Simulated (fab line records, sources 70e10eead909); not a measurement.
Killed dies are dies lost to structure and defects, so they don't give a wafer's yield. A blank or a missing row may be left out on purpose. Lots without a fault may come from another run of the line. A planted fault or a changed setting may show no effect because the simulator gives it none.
Which tool did it? | flow nand_harc | 24 lots, 72 wafers sampled, at 2 steps of a route of 1159

WHAT THE GAUGES READ, wafer by wafer
NHARC_A_SGD_CUT_THK_MEAS_22: measures by ellipsometry.
lot  | measured     | on            | thk_nm (nm)
L076 | day 13 23:32 | film_metro-02 | 147.5 149.2 150.4
L074 | day 13 23:32 | film_metro-02 | 145.5 147.5 146.7
L075 | day 14 12:48 | film_metro-02 | 150.0 148.3 148.9
L078 | day 14 21:37 | film_metro-01 | 147.9 146.9 146.9
L077 | day 14 21:37 | film_metro-02 | 146.4 146.9 147.2
L080 | day 15 05:16 | film_metro-02 | 147.8 146.0 151.2
L079 | day 15 05:17 | film_metro-01 | 149.7 147.7 148.2
L082 | day 15 15:26 | film_metro-02 | 149.9 151.6 148.0
L081 | day 15 15:28 | film_metro-02 | 152.0 148.2 148.1
L084 | day 16 13:19 | film_metro-01 | 150.7 149.2 149.1
L083 | day 16 13:19 | film_metro-02 | 148.1 148.3 149.7
L086 | day 16 22:05 | film_metro-01 | 147.6 150.0 147.8
L087 | day 16 22:05 | film_metro-02 | 147.6 147.6 151.1
L085 | day 16 22:13 | film_metro-01 | 148.1 145.6 147.7
L090 | day 17 18:24 | film_metro-01 | 148.9 146.9 145.1
L089 | day 17 18:27 | film_metro-02 | 148.5 146.5 148.0
L088 | day 17 18:33 | film_metro-01 | 147.6 146.0 148.7
L092 | day 18 10:38 | film_metro-01 | 148.9 145.5 148.6
L091 | day 18 10:44 | film_metro-01 | 148.6 148.2 148.7
L094 | day 18 21:54 | film_metro-01 | 147.2 147.9 150.3
L093 | day 18 21:55 | film_metro-02 | 147.2 146.9 149.6
L095 | day 19 10:38 | film_metro-01 | 147.0 150.5 146.8
L097 | day 19 10:40 | film_metro-02 | 146.1 149.4 147.2
L096 | day 19 10:40 | film_metro-01 | 148.6 146.4 147.4

WHICH TOOL RAN EACH LOT (tool, then ch and the chambers of the sampled wafers, then the start)
lot  | NHARC_A_SGD_CUT_ETCH_16
L076 | rie_diel-02 ch 0,1, day 13 23:32 or earlier
L074 | rie_diel-10 ch 0,2,3, day 13 23:32 or earlier
L075 | rie_diel-08 ch 0,1,2, day 14 12:48 or earlier
L078 | rie_diel-08 ch 1,2, day 14 21:37 or earlier
L077 | rie_diel-02 ch 0,2,3, day 14 21:37 or earlier
L080 | rie_diel-10 ch 2,3, day 15 05:16 or earlier
L079 | rie_diel-08 ch 0,1,2, day 15 05:17 or earlier
L082 | rie_diel-02 ch 0,1,2, day 15 15:26 or earlier
L081 | rie_diel-10 ch 0,1,2, day 15 15:28 or earlier
L084 | rie_diel-10 ch 0,2,3, day 16 13:19 or earlier
L083 | rie_diel-02 ch 1,2,3, day 16 13:19 or earlier
L086 | rie_diel-08 ch 0,1,3, day 16 22:05 or earlier
L087 | rie_diel-10 ch 0,1, day 16 22:05 or earlier
L085 | rie_diel-08 ch 0,2,3, day 16 22:13 or earlier
L090 | rie_diel-02 ch 0,1,3, day 17 18:24 or earlier
L089 | rie_diel-08 ch 0,1,2, day 17 18:27 or earlier
L088 | rie_diel-10 ch 0,3, day 17 18:33 or earlier
L092 | rie_diel-10 ch 0,1, day 18 10:38 or earlier
L091 | rie_diel-10 ch 1,2,3, day 18 10:44 or earlier
L094 | rie_diel-08 ch 1,2,3, day 18 21:54 or earlier
L093 | rie_diel-02 ch 0,2,3, day 18 21:55 or earlier
L095 | rie_diel-08 ch 0,2,3, day 19 10:38 or earlier
L097 | rie_diel-02 ch 1,2,3, day 19 10:40 or earlier
L096 | rie_diel-08 ch 0,2,3, day 19 10:40 or earlier
- NHARC_A_SGD_CUT_ETCH_16: etches the open film in C4F8/O2/Ar, target depth 310.5 nm, time 155.2 s.

WHAT THE TOOLS THEMSELVES READ (means of the sampled wafers that have a number; where no wafer has one, the mark that the record gives instead)
NHARC_A_SGD_CUT_ETCH_16.
lot  | tool        | oes_product_au (a.u.) | rf_vpp_V (V)
L076 | rie_diel-02 | 0.973                 | 726.0
L074 | rie_diel-10 | 0.970                 | 726.8
L075 | rie_diel-08 | 0.960                 | 724.5
L078 | rie_diel-08 | 0.971                 | 723.9
L077 | rie_diel-02 | 0.974                 | 725.6
L080 | rie_diel-10 | 0.977                 | 728.4
L079 | rie_diel-08 | 0.948                 | 723.6
L082 | rie_diel-02 | 0.978                 | 725.0
L081 | rie_diel-10 | 0.979                 | 724.8
L084 | rie_diel-10 | 0.985                 | 726.6
L083 | rie_diel-02 | 0.978                 | 727.4
L086 | rie_diel-08 | 0.972                 | 722.6
L087 | rie_diel-10 | 0.971                 | 724.7
L085 | rie_diel-08 | 0.976                 | 723.9
L090 | rie_diel-02 | 0.986                 | 726.9
L089 | rie_diel-08 | 0.972                 | 724.5
L088 | rie_diel-10 | 0.981                 | 727.2
L092 | rie_diel-10 | 0.965                 | 724.7
L091 | rie_diel-10 | 0.982                 | 726.3
L094 | rie_diel-08 | 0.976                 | 723.3
L093 | rie_diel-02 | 0.991                 | 727.5
L095 | rie_diel-08 | 0.958                 | 724.1
L097 | rie_diel-02 | 0.954                 | 726.3
L096 | rie_diel-08 | 0.975                 | 724.1

THE ANSWER, worked out from the rows above alone
Rule: what is usual is taken from the lots themselves. Put in order of their means at a reading, lots are off if they are a third of the lots or fewer, leave a main group of 4 or more, and stand apart from it by a gap of 3 or more times the standard deviation of the main group's means; of several such gaps the widest counts. A main group whose means are all the same, to the digits that the tables above print for the reading, isn't used. A lot without any number at a reading at which 4 lots or more have one is off too. The other lots that the step has rows for count as sound. The gauges are gone through in route order, then the tools' own readings, and for those a lot's mean is taken as printed above. The first step at which some lot is off is used, and at that step the reading that is off furthest; a lot without a number counts as furthest.
No lot is off at any reading shown: from this, nothing can be told.

WHAT THE SIMULATOR HAD PUT IN
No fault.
